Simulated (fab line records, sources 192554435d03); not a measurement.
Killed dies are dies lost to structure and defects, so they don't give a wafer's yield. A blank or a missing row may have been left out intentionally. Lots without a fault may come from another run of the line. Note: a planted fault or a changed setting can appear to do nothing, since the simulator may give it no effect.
Split-lot trial ; flow n5-finfet ; 21 wafers read from 7 lots, route of 1938 steps

== ON THE SPLIT ==
At N5_SD_EPI_P_COAT_35 (time 60 s, resist thk 35 nm), the setting spin-rpm was moved away from the recipe's 1500 rpm on 4 of the 21 wafers read, by -7.1% to +7.9%. The other wafers ran this setting at the recipe's value.

== FROM THE SPLIT TO THE READING: what the file shows between them, 6 steps ==
- N5_SD_EPI_P_COAT_03: resist thk 150 nm
- N5_SD_EPI_P_EBR_05
- N5_SD_EPI_P_DESCUM_14: chemistry O2, time 7.9 s
- N5_SD_EPI_P_ETCH_36: etches SiARC in CF4, target depth 45.5 nm, time 75.8 s
- N5_SD_EPI_P_ETCH_37: etches SOC in N2/H2, overetch 108 nm, time 486 s
- N5_SD_EPI_P_STRIP_38: strips in N2/H2

== THE READING ==
SiARC_of_SD_EPI_P_COAT_35.thk-nm (the simulator's own value, which no gauge read), in nm, at N5_SD_EPI_P_ETCHBACK_46 (etches SiNx in CH3F/O2, stops on SiO2, target depth 17.5 nm). The file gives no usual value for it. Here, 17 wafers ran the recipe; their average is 15.3 nm with a standard deviation of 0.23 nm.

wafer;tool, chamber at the split;spin-rpm as run, rpm;against the recipe;SiARC_of_SD_EPI_P_COAT_35.thk-nm, nm;against lot-mates on the recipe
L080.1;litho-track-01, 0;1500;recipe;15.4;-
L080.4;litho-track-01, 0;1618;+7.9%;14;-1.1
L080.6;litho-track-01, 0;1500;recipe;14.8;-
L081.3;litho-track-05, 0;1500;recipe;15.4;-
L081.4;litho-track-05, 0;1500;recipe;15.4;-
L081.5;litho-track-05, 0;1500;recipe;14.8;-
L085.3;litho-track-05, 0;1500;recipe;15.4;-
L085.4;litho-track-05, 0;1500;recipe;15.6;-
L085.5;litho-track-05, 0;1399;-6.7%;16.4;+0.9
L089.2;litho-track-03, 0;1500;recipe;15.2;-
L089.5;litho-track-03, 0;1500;recipe;15.2;-
L089.4;litho-track-03, 0;1424;-5.1%;15.8;+0.6
L092.1;litho-track-01, 0;1500;recipe;15.2;-
L092.4;litho-track-01, 0;1500;recipe;15.2;-
L092.6;litho-track-01, 0;1394;-7.1%;16.8;+1.6
L094.3;litho-track-05, 0;1500;recipe;15.2;-
L094.4;litho-track-05, 0;1500;recipe;15.6;-
L094.5;litho-track-05, 0;1500;recipe;15.4;-
L095.3;litho-track-01, 0;1500;recipe;15;-
L095.4;litho-track-01, 0;1500;recipe;15.4;-
L095.5;litho-track-01, 0;1500;recipe;15.4;-

THE FIT
A straight line over all 21 wafers: SiARC_of_SD_EPI_P_COAT_35.thk-nm changes by -0.17 nm for each +1% of spin-rpm; r = -0.91; the points scatter about the line by 0.24 nm.
The same after taking each lot's own level away (the mean of its wafers on the recipe; 21 wafers): -0.158 nm for each +1%; r = -0.91; scatter 0.22 nm.
That fit puts the effect of the largest move of spin-rpm on the reading at 1.2 nm.
Measured against the standard deviation above, the lots' own levels, which go from 15.10 to 15.50 nm, span 1.8 times it.
Hence the lot-to-lot level has little effect on the slope; both slopes agree.
Check: -1.34 nm against its lot-mates is what the line predicts for one of the wafers moved furthest among these (+7.9%) when that wafer is left out of the fit. Against them it came out at -1.1 nm.

== OTHER SPLITS APPLIED TO THESE WAFERS ==
Before the reading, these wafers also passed through other splits. Each is held against what the fit with the lots' levels taken away leaves over:
other split on the same wafers;wafers away from the commonest value;r with SiARC_of_SD_EPI_P_COAT_35.thk-nm (lot level and that fit taken away)
N5_WELL_APT_COAT_02 spin-rpm;9;-0.18
N5_PMOS_HMC_CHANNEL_EPI_EXPOSE_06 dose-mj;5;-0.10
N5_PMOS_HMC_CHANNEL_EPI_DEVELOP_08 develop-time-s;8;+0.26
N5_FIN_SAQP_SPACER2_ALD_28 temp-c;7;+0.11
N5_DUMMY_GATE_COAT_28 spin-rpm;6;-0.24
N5_DUMMY_GATE_DESCUM_20 time-s;2;+0.18

== THE WHOLE CHAIN: every reading that the file lists as answering this split, in the file's order ==
step;what it does;reading;change (the file's fit);r (the file's)
N5_SD_EPI_P_COAT_35;time 60 s, resist thk 35 nm;SiARC_of_SD_EPI_P_COAT_35.thk-nm (the simulator's own value, which no gauge read);-0.178 nm for each +1% of the setting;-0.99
N5_SD_EPI_P_ETCH_36;etches SiARC in CF4, target depth 45.5 nm, time 75.8 s;etch.depth-nm (the simulator's own value, which no gauge read);-0.172 nm for each +1% of the setting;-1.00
N5_SD_EPI_P_ETCH_36;etches SiARC in CF4, target depth 45.5 nm, time 75.8 s;CAR-ArF-block_of_SD_EPI_P_COAT_03.thk-nm (the simulator's own value, which no gauge read);+0.212 nm for each +1% of the setting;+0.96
N5_SD_EPI_P_ETCH_37;etches SOC in N2/H2, overetch 108 nm, time 486 s;SiARC_of_SD_EPI_P_COAT_35.thk-nm (the simulator's own value, which no gauge read);-0.155 nm for each +1% of the setting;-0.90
N5_SD_EPI_P_ETCHBACK_46;etches SiNx in CH3F/O2, stops on SiO2, target depth 17.5 nm;SiARC_of_SD_EPI_P_COAT_35.thk-nm (the simulator's own value, which no gauge read);-0.159 nm for each +1% of the setting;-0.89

== THE FILE'S OWN FIT ==
SiARC_of_SD_EPI_P_COAT_35.thk-nm changes by -0.159 nm for each +1% of spin-rpm, r = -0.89.
